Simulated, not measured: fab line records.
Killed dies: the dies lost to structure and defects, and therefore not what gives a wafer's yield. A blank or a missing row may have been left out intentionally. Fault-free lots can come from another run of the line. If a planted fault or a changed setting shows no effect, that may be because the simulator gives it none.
8D (eight disciplines) problem report, filled in by code || flow n5-finfet || the parts of the form that need people (team, actions taken, sign-off) are left out

1. THE PROBLEM
At N5_BEOL_M2_INSPECT_30, raw-defect-count averages 1162 over 2 wafers from 2 lots, while fault-free wafers read 430, standard deviation 91. That puts it +8.0 standard deviations away from the usual mean.
The step: inspects for defects (brightfield).
Seen first at day 10 21:55 on defect-inspect-02, wafer L640.3. Wafers with a number at this step in the record: 26, from 9 lots. Rule for "out", or "out of limits": more than 4 standard deviations from the usual mean. The other wafers with a number count as sound.

2. WHAT IT IS; WHAT IT IS NOT
{"question": "which readings at this step", "is": "raw-defect-count", "is not": "-"}
{"question": "which lots", "is": "L640, L641", "is not": "L623, L631, L632, L633, L634, L637, L644"}
{"question": "which wafers of those lots", "is": "L640.3, L641.2", "is not": "L640.1, L640.2, L641.3, L641.4"}
{"question": "read on which gauges", "is": "defect-inspect-01, defect-inspect-02", "is not": "-"}
{"question": "when", "is": "from day 10 21:55", "is not": "up to then (19 sound wafers); but 5 sound wafers of L641, L644 came after"}

3. THE SUSPECTS, EACH WITH WHAT RULES IT OUT
Counting: any tool at a process step up to the reading remains a suspect provided it ran every lot that is out. Sound lots after the first of them don't rule it out here, since some wafers of a struck lot are sound.
- ruled out: the gauge at N5_BEOL_M2_INSPECT_30. 2 gauges (defect-inspect-01, defect-inspect-02) read the wafers that are out.
- rie-diel-04 at N5_BEOL_M2_ETCH_74 (etches underlayer in N2/H2, target depth 6.5 nm, time 5.2 s): kept. Every lot that is out went through it, the first being L640 (day 10 20:59); the last sound lot it ran before that was L634 (day 9 14:44).
- At N5_BEOL_M2_ETCH_74, inside rie-diel-04: chamber 1 took the wafers that are out, while their sound lot-mates went through chambers 0, 2.
Remaining after the count: rie-diel-04 at N5_BEOL_M2_ETCH_74.

4. THE CAUSE (what the simulator had put in)
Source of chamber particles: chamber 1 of rie-diel-04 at N5_BEOL_M2_ETCH_74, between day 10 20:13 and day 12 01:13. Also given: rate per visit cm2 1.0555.
Counting left only this tool.

5. SEQUENCE OF EFFECTS, ordered by route
Rows list readings where the struck wafers' mean (over those with a number) sits beyond 3 standard deviations from the usual. Only readings for which the record gives a usual standard deviation are gone through. hours: the time from each lot's start at the first step in this table that gives one to its start at this step, as a median over the lots. sigmas: the change in usual standard deviations.
{"hours": 0, "step": "N5_BEOL_M2_INSPECT_30", "reading": "raw-defect-count", "usual": 430, "on struck wafers": 1162, "change": "+732", "sigmas": "+8.0"}
{"hours": 180, "step": "N5_PASSIVATION_PROBE_49", "reading": "defect-limited-yield", "usual": "91.0 %", "on struck wafers": 81.3, "change": -9.7, "sigmas": -6.9}
{"hours": 180, "step": "N5_PASSIVATION_PROBE_49", "reading": "killed_at_M0_to_M3", "usual": 36, "on struck wafers": 134, "change": "+98", "sigmas": "+9.8"}
{"hours": 180, "step": "N5_PASSIVATION_PROBE_49", "reading": "killed-dies", "usual": 106, "on struck wafers": 220, "change": "+114", "sigmas": "+7.2"}
{"hours": 180, "step": "N5_PASSIVATION_PROBE_49", "reading": "killed-on-rim", "usual": 14, "on struck wafers": 37, "change": "+23", "sigmas": "+5.6"}
{"hours": 180, "step": "N5_PASSIVATION_PROBE_49", "reading": "sort_bin_5_function", "usual": "5.2 %", "on struck wafers": 11.1, "change": "+5.9", "sigmas": "+6.6"}
{"hours": 180, "step": "N5_PASSIVATION_PROBE_49", "reading": "sort-n-pass", "usual": 1073, "on struck wafers": 960, "change": -114, "sigmas": -6.7}
{"hours": 180, "step": "N5_PASSIVATION_PROBE_49", "reading": "sort-yield-pct", "usual": "91.0 %", "on struck wafers": 81.3, "change": -9.7, "sigmas": -6.5}
Its process steps:
- N5_PASSIVATION_PROBE_49
At these later measuring or inspecting steps, every struck wafer for which the step has a row has a number for every such reading, and none has moved that far: N5_BEOL_M4_RC_MEAS_101.

6. WHAT WOULD HAVE CAUGHT IT SOONER
2 hours passed between the start of the fault at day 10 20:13 and the first reading out of limits at a measuring or inspecting step in this record, taken at day 10 21:55.
Tool readings at N5_BEOL_M2_ETCH_74 with a usual standard deviation given in the record: none out on any struck wafer, hence no alarm at a limit of 4 standard deviations on them.
Of the lots that are out (2), L641 began N5_BEOL_M2_ETCH_74 on rie-diel-04 after day 10 21:55. It would have been spared by a hold on the tool at that moment.
